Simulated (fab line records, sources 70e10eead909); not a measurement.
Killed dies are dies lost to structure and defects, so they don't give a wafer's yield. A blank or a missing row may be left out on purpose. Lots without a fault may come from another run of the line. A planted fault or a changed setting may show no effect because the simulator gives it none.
Chamber matching | flow nand_harc | NHARC_A_STAIRCASE_TRIM_220 on rie_diel-01: 4 sister chambers
The step chemistry O2, time 211.2 s. 8 wafers are shown with their chamber, then 7 later ones without.

WAFERS WITH THEIR CHAMBER
wafer  | chamber | showerhead_plenum_p_Torr (Torr) | oes_product_au (a.u.)
L075.4 | 1       | 3.36                            | 1.014
L077.1 | 1       | 3.35                            | 1.007
L087.4 | 2       | 3.61                            | 0.999
L091.1 | 2       | 3.61                            | 0.994
L091.3 | 3       | 3.46                            | 0.991
L091.4 | 0       | 3.29                            | 1.016
L094.4 | 3       | 3.46                            | 0.994
L094.5 | 0       | 3.29                            | 1.003

WAFERS WITHOUT THEIR CHAMBER
wafer  | showerhead_plenum_p_Torr (Torr) | oes_product_au (a.u.)
L094.6 | 3.34                            | 1.000
L096.3 | 3.29                            | 0.999
L096.4 | 3.33                            | 1.004
L096.6 | 3.46                            | 0.987
L097.1 | 3.60                            | 0.994
L097.2 | 3.29                            | 1.015
L097.4 | 3.33                            | 0.993

WHICH CHAMBER EACH WENT THROUGH
wafer  | from the rows above | in truth
L094.6 | 1                   | 1
L096.3 | 0                   | 0
L096.4 | 1                   | 1
L096.6 | 3                   | 3
L097.1 | 2                   | 2
L097.2 | 0                   | 0
L097.4 | 1                   | 1
Placed correctly: 7 of 7. Can't be placed from these rows: 0. Placed wrongly: 0.
How it was worked out, from the rows above alone: a wafer's distance from a chamber is the root of the sum, over the readings, of the square of ((its reading less the chamber's mean) divided by the reading's scatter). The wafer belongs to the nearest chamber; if the next one is less than 2 further off, it can't be placed. A chamber's mean is the mean of its shown wafers. The scatter: the root of (the sum of the squares of (reading less its chamber's mean) over the shown wafers, divided by (wafers less chambers)).
